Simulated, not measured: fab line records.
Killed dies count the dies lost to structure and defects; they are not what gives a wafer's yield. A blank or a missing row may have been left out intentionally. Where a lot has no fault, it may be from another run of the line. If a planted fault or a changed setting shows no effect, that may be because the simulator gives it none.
Chamber matching    flow n5Finfet    N5_MOL_CONTACT_COAG_ALD_133 on aldSin-02 has 4 sister chambers
The step deposits SiO2, target thk 5 nm, pulse time 1 s, co reactant pulse time 1 s. 8 wafers are shown with their chamber, then 11 later ones without.

## WAFERS, EACH WITH ITS CHAMBER
wafer   chamber  heaterPowerW (W)  precursorPulseHeightRel
L085.3  2        90                1.003
L088.1  1        74                0.967
L088.6  2        90                1.023
L089.3  3        74                1.023
L090.2  3        75                1.021
L090.5  0        83                1.005
L090.6  1        74                0.994
L091.1  0        86                1.033

## WAFERS WITHOUT THEIR CHAMBER
wafer   heaterPowerW (W)  precursorPulseHeightRel
L091.2  75                0.987
L091.4  76                0.987
L094.2  76                0.997
L094.3  74                0.975
L094.5  76                1.003
L096.2  80                1.004
L096.3  92                1.017
L096.6  73                1.038
L097.1  91                1.007
L097.3  75                0.987
L097.4  76                0.980

## WHICH CHAMBER EACH WENT THROUGH
wafer   from the rows above           in truth
L091.2  can't be placed: 1 or 3       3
L091.4  can't be placed: 1 or 3       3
L094.2  can't be placed: 1 or 3       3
L094.3  1                             1
L094.5  can't be placed: 3 or 1       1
L096.2  can't be placed: 0 or 3 or 1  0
L096.3  2                             2
L096.6  3                             3
L097.1  2                             2
L097.3  can't be placed: 1 or 3       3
L097.4  can't be placed: 1 or 3       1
4 of 11 placed correctly. Not placeable from these rows: 7 (in 7, the candidates include the true chamber). Wrongly placed: 0.
How it was worked out, from the rows above alone: a wafer's distance from a chamber is the root of the sum, over the readings, of the square of ((its reading less the chamber's mean) divided by the reading's scatter). The wafer belongs to the nearest chamber; if the next one is less than 2 further off, it can't be placed. For every chamber, the mean is computed from those of its wafers that are shown. The scatter is the square root of a quotient: the sum, over the shown wafers, of each reading's squared deviation from its chamber's mean, divided by wafers minus chambers.
